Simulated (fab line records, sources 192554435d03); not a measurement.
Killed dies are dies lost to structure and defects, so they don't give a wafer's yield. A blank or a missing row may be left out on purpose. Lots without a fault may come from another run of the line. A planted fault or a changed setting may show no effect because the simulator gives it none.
Problem report in the 8D (eight disciplines) form, filled by code | flow n5_finfet | the parts of the form that need people (team, actions taken, sign-off) are left out

1. THE PROBLEM
M11_ILD_THK at N5_BEOL_M11_THK_MEAS_01 reads a mean of 248 nm on 2 wafers of 2 lots; wafers without a fault read 268 nm with a standard deviation of 3.1. That is -6.5 standard deviations from the usual mean.
First seen on wafer L514.3, day 12 12:16, on film_metro-02. The record holds 30 wafers of 10 lots with a number at this step. Rule for "out", or "out of limits": more than 4 standard deviations from the usual mean. The other wafers with a number count as sound.

2. WHAT IT IS AND WHAT IT IS NOT
question                    | is                | is not
which readings at this step | M11_ILD_THK       | -
which lots                  | L514, L516        | L506, L507, L520, L521, L523, L525, L527, L528
which wafers of those lots  | L514.3, L516.3    | L514.2, L514.6, L516.1, L516.2
read on which gauges        | film_metro-02     | film_metro-01
when                        | from day 12 12:16 | up to then (8 sound wafers); but 20 sound wafers of L516, L520, L521, L523, L525, L527, L528 came after

3. SUSPECTS, AND WHAT RULES EACH OUT
Counting: a tool at a process step up to the reading stays a suspect if it ran every lot that is out. Sound lots after the first of them don't rule it out here, since some wafers of a struck lot are sound.
- the gauge at N5_BEOL_M11_THK_MEAS_01: ruled out. All the wafers that are out were read on film_metro-02, but those of them that N5_BEOL_M11_ILD_DEP_00 has rows for are out there too, on other tools.
- rie_diel-04 at N5_BEOL_M10_DESCUM_33 (chemistry O2, time 7.9 s): kept. It ran every lot that is out, first L514 (day 12 07:09).
- rie_diel-04 at N5_BEOL_M10_TRENCH_ETCH_37 (etches SiCOH lowk in C4F6/O2, target depth 148.83 nm, time 48 s): kept. It ran every lot that is out, first L514 (day 12 11:39). N5_BEOL_M10_TRENCH_ETCH_37 gives no start for some lots, so the hours and the order of its lots are those of N5_BEOL_M11_ILD_DEP_00.
- pecvd-01 at N5_BEOL_M11_ILD_DEP_00 (deposits SiCOH lowk from DEMS/porogen, target thk 308.51 nm, time 58 s): kept. It ran every lot that is out, first L514 (day 12 11:39); its last sound lot up to then is L507 (day 10 06:08). Its own readings are out on those wafers: susceptor_temp_C.
- Within pecvd-01 at N5_BEOL_M11_ILD_DEP_00: the wafers that are out ran in chamber 0; their sound lot-mates ran in chambers 1, 2.
Left after counting: rie_diel-04 at N5_BEOL_M10_DESCUM_33, rie_diel-04 at N5_BEOL_M10_TRENCH_ETCH_37, pecvd-01 at N5_BEOL_M11_ILD_DEP_00.

4. THE CAUSE (what the simulator had put in)
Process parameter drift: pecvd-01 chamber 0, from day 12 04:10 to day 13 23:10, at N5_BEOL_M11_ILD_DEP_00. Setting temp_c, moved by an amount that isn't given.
Counting left 3 suspects, and this tool is among them.

5. THE CHAIN OF EFFECTS, in route order
Each row: a reading whose mean over the struck wafers that have a number lies more than 3 standard deviations from the usual. Only readings for which the record gives a usual standard deviation are gone through. hours: the time from each lot's start at the first step in this table that gives one to its start at this step, as a median over the lots. sigmas: the change in usual standard deviations.
hours | step                    | reading          | usual    | on struck wafers | change | sigmas
0     | N5_BEOL_M11_ILD_DEP_00  | susceptor_temp_C | 300.01 C | 314.87           | +14.86 | +71
1     | N5_BEOL_M11_THK_MEAS_01 | M11_ILD_THK      | 268 nm   | 248              | -20    | -6.5
The process steps in it:
- N5_BEOL_M11_ILD_DEP_00: deposits SiCOH lowk from DEMS/porogen, target thk 308.51 nm, time 58 s.

6. WHAT WOULD HAVE CAUGHT IT SOONER
In this record the first reading out of limits at a measuring or inspecting step was taken at day 12 12:16, 8 hours after the fault began at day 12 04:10.
The tool's own readings at N5_BEOL_M11_ILD_DEP_00 were out on every struck wafer that the step has a row for (susceptor_temp_C): an alarm limit on them would have fired on the first of those.
Of the lots that are out (2), L516 began N5_BEOL_M11_ILD_DEP_00 on pecvd-01 after day 12 12:16. A hold on the tool at that time would have spared it.
